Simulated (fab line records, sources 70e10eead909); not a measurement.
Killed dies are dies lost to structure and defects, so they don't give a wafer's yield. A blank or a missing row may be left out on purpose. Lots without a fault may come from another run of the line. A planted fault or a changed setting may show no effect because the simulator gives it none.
Which tool did it? | flow nand_harc | 14 lots, 42 wafers sampled, at 1 step of a route of 1302

WHAT THE GAUGES READ, wafer by wafer
NHARC_A_BONDPAD_THK_MEAS_30: measures by ellipsometry. Usual: thk_nm 200.0 nm, standard deviation 1.5.
lot  | measured     | on            | thk_nm (nm)       | flag
L796 | day 23 13:55 | film_metro-02 | 200.8 202.2 198.8 |
L797 | day 23 14:50 | film_metro-02 | 198.6 199.4 199.7 |
L798 | day 24 01:22 | film_metro-01 | 197.7 198.7 198.1 |
L804 | day 26 06:49 | film_metro-02 | 198.7 204.5 198.2 |
L807 | day 27 17:38 | film_metro-01 | 199.2 200.3 200.7 |
L809 | day 28 18:47 | film_metro-02 | 200.4 198.8 198.6 |
L811 | day 29 09:24 | film_metro-01 | 198.0 198.3 197.2 |
L812 | day 30 06:02 | film_metro-02 | 199.3 200.8 200.4 |
L813 | day 30 07:00 | film_metro-02 | 202.2 201.0 203.9 |
L814 | day 30 13:08 | film_metro-02 | 202.4 201.9 200.5 |
L815 | day 30 15:08 | film_metro-02 | 198.0 202.1 200.1 |
L818 | day 31 21:32 | film_metro-01 | 199.1 197.8 201.4 |
L817 | day 31 23:06 | film_metro-02 | 199.3 200.5 202.7 |
L819 | day 33 03:45 | film_metro-02 | 199.9 198.3 199.5 |

WHICH TOOL RAN EACH LOT (tool, then ch and the chambers of the sampled wafers, then the start)
The record holds no process step before these readings.

WHAT THE TOOLS THEMSELVES READ (means of the sampled wafers that have a number; where no wafer has one, the mark that the record gives instead)
The record holds no such reading with a usual standard deviation.

THE ANSWER, worked out from the rows above alone
Rule: a lot is off if the mean of its wafers that have a number lies more than 3 standard deviations from the usual mean. A lot without any number at a reading at which 4 lots or more have one is off too. The other lots that the step has rows for count as sound. The gauges are gone through in route order, then the tools' own readings, and for those a lot's mean is taken as printed above. The first step at which some lot is off is used, and at that step the reading that is off furthest; a lot without a number counts as furthest.
No lot is off at any reading shown: from this, nothing can be told.

WHAT THE SIMULATOR HAD PUT IN
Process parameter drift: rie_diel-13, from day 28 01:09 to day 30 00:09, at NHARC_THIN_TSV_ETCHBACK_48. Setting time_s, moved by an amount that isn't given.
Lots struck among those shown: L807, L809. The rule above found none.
